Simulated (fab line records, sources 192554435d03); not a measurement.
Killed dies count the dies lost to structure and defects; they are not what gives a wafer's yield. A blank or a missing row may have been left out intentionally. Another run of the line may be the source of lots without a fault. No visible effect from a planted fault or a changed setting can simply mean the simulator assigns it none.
Problem report, 8D (eight disciplines) form, completed by code    flow n5-finfet    the parts of the form that need people (team, actions taken, sign-off) are left out

## 1. PROBLEM STATEMENT
On 2 wafers of 1 lot, raw-defect-count at N5_BEOL_M6_INSPECT_58 has a mean of 577; fault-free wafers read 71, standard deviation 25. Measured from the usual mean, that is +20 standard deviations.
The step: inspects for defects (darkfield).
Earliest sighting: wafer L990.2 on defect-inspect-01 at day 15 00:31. The record has a number at this step for 30 wafers belonging to 10 lots. By rule, "out" or "out of limits" means more than 4 standard deviations away from the usual mean. The rest of the wafers with a number are treated as sound.

## 2. WHAT THIS IS AND IS NOT
question                     is                 is not
which readings at this step  raw-defect-count   -
which lots                   L990               L976, L977, L978, L979, L980, L982, L993, L995, L996
which wafers of those lots   L990.2, L990.4     L990.6
read on which gauges         defect-inspect-01  defect-inspect-02
when                         from day 15 00:31  up to then (19 sound wafers); but 9 sound wafers of L993, L995, L996 came after

## 3. WHAT RULES OUT EACH SUSPECT
Counting: any tool at a process step up to the reading remains a suspect provided it ran every lot that is out. Sound lots after the first of them don't rule it out here, since some wafers of a struck lot are sound.
- the gauge at N5_BEOL_M6_INSPECT_58 has been ruled out. All the wafers that are out were read on defect-inspect-01, but those of them that N5_BEOL_M7_INSPECT_30 has rows for are out there too, on other tools.
- pvd-sputter-01 at N5_BEOL_M6_DEGAS_44 (time 60 s): kept. It ran the lot that is out, L990 (day 14 21:53); its last sound lot up to then is L980 (day 12 17:42).
- pvd-sputter-03 at N5_BEOL_M6_SURFACE_TREAT_79: kept. It ran the lot that is out, L990 (day 14 22:28); its last sound lot up to then is L978 (day 11 21:35).
- pecvd-03 at N5_BEOL_M6_DEP_56 (deposits SiCN from 3MS/NH3, target thk 10 nm, time 17.5 s): kept. It ran the lot that is out, L990 (day 15 00:25); its last sound lot up to then is L980 (day 12 21:02).
- Within pecvd-03 at N5_BEOL_M6_DEP_56: the wafers that are out ran in chamber 1; their sound lot-mates ran in chamber 0.
Left after counting: pvd-sputter-01 at N5_BEOL_M6_DEGAS_44, pvd-sputter-03 at N5_BEOL_M6_SURFACE_TREAT_79, pecvd-03 at N5_BEOL_M6_DEP_56.

## 4. THE CAUSE (what the simulator had put in)
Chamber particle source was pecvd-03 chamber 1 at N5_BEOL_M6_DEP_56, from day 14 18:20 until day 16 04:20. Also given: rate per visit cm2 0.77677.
Counting leaves 3 suspects; this tool is one of them.

## 5. SEQUENCE OF EFFECTS, ordered by route
Each row: a reading where the mean over the struck wafers with a number is more than 3 standard deviations away from the usual. Only readings whose record carries a usual standard deviation are examined. hours: median over the lots of the time between each lot's start at the first step of this table that gives one and its start at this step. sigmas: the change, counted in usual standard deviations.
hours  step                     reading               usual   on struck wafers  change  sigmas
0      N5_BEOL_M6_INSPECT_58    raw-defect-count      71      577               +506    +20
3      N5_BEOL_M7_INSPECT_13    raw-defect-count      400     898               +498    +5.4
6      N5_BEOL_M7_INSPECT_30    raw-defect-count      404     916               +512    +5.3
88     N5_PASSIVATION_PROBE_49  defect-limited-yield  90.9 %  84.3              -6.6    -4.7
88     N5_PASSIVATION_PROBE_49  killed_at_M4_up       13      88                +76     +13
88     N5_PASSIVATION_PROBE_49  killed-dies           107     184               +78     +4.8
88     N5_PASSIVATION_PROBE_49  killed-on-rim         14      34                +20     +5.4
88     N5_PASSIVATION_PROBE_49  sort_bin_5_function   5.3 %   10.1              +4.8    +5.1
88     N5_PASSIVATION_PROBE_49  sort-n-pass           1073    996               -78     -4.8
88     N5_PASSIVATION_PROBE_49  sort-yield-pct        90.9 %  84.3              -6.6    -4.7
Process steps it contains:
- N5_PASSIVATION_PROBE_49

## 6. WHAT WOULD HAVE CAUGHT IT SOONER
6 hours passed between the start of the fault at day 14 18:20 and the first reading out of limits at a measuring or inspecting step in this record, taken at day 15 00:31.
Of the tool readings at N5_BEOL_M6_DEP_56 for which the record gives a usual standard deviation, none was out on any struck wafer, so an alarm limit of 4 standard deviations on them would not have fired.
Each of the lots that are out, 1 in all, had begun N5_BEOL_M6_DEP_56 on pecvd-03 no later than day 15 00:31. Tool hold at that time: it would have spared none of them.
